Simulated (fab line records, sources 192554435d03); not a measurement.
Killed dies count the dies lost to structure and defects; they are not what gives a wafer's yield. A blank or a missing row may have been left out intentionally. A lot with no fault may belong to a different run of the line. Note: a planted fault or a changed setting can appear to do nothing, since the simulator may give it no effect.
Matching of chambers + flow n5-finfet + N5_MOL_CONTACT_COAG_CMP_23 on cmp-02: 4 sister chambers
The step polishes, stops on SiO2, t overpolish 1.5 s, target thk 0 nm. 8 wafers are shown with their chamber, then 6 later ones without.

## WAFERS, EACH WITH ITS CHAMBER
| wafer  | chamber | motor-current-A (A) | overpolish-run-s (s) |
|--------|---------|---------------------|----------------------|
| L715.3 | 1       | 8.4                 | 1.519                |
| L716.2 | 0       | 9.5                 | 1.490                |
| L716.3 | 1       | 8.3                 | 1.508                |
| L722.3 | 0       | 9.2                 | 1.497                |
| L722.5 | 2       | 8.5                 | 1.512                |
| L722.6 | 3       | 8.2                 | 1.508                |
| L727.1 | 3       | 8.0                 | 1.499                |
| L727.2 | 2       | 8.8                 | 1.505                |

## WAFERS WITHOUT THEIR CHAMBER
| wafer  | motor-current-A (A) | overpolish-run-s (s) |
|--------|---------------------|----------------------|
| L727.4 | 9.1                 | 1.493                |
| L730.1 | 9.2                 | 1.512                |
| L730.4 | 7.8                 | 1.510                |
| L730.5 | 8.2                 | 1.493                |
| L732.2 | 8.5                 | 1.492                |
| L732.3 | 8.1                 | 1.511                |

## WHICH CHAMBER EACH ONE RAN IN
| wafer  | from the rows above          | in truth |
|--------|------------------------------|----------|
| L727.4 | 0                            | 0        |
| L730.1 | can't be placed: 0 or 2 or 1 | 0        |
| L730.4 | can't be placed: 3 or 1      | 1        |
| L730.5 | can't be placed: 3 or 1 or 2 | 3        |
| L732.2 | can't be placed: 2 or 3 or 1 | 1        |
| L732.3 | can't be placed: 3 or 1      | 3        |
Correctly placed: 1 of 6. Not placeable from these rows: 5 (in 5, the candidates include the true chamber). Wrongly placed: 0.
How it was worked out, from the rows above alone: a wafer's distance from a chamber is the root of the sum, over the readings, of the square of ((its reading less the chamber's mean) divided by the reading's scatter). If the next closest chamber is less than 2 further off than the closest, the wafer can't be placed; otherwise it belongs to the closest. Each chamber's mean is taken over the wafers shown for it. The scatter: the root of (the sum of the squares of (reading less its chamber's mean) over the shown wafers, divided by (wafers less chambers)).
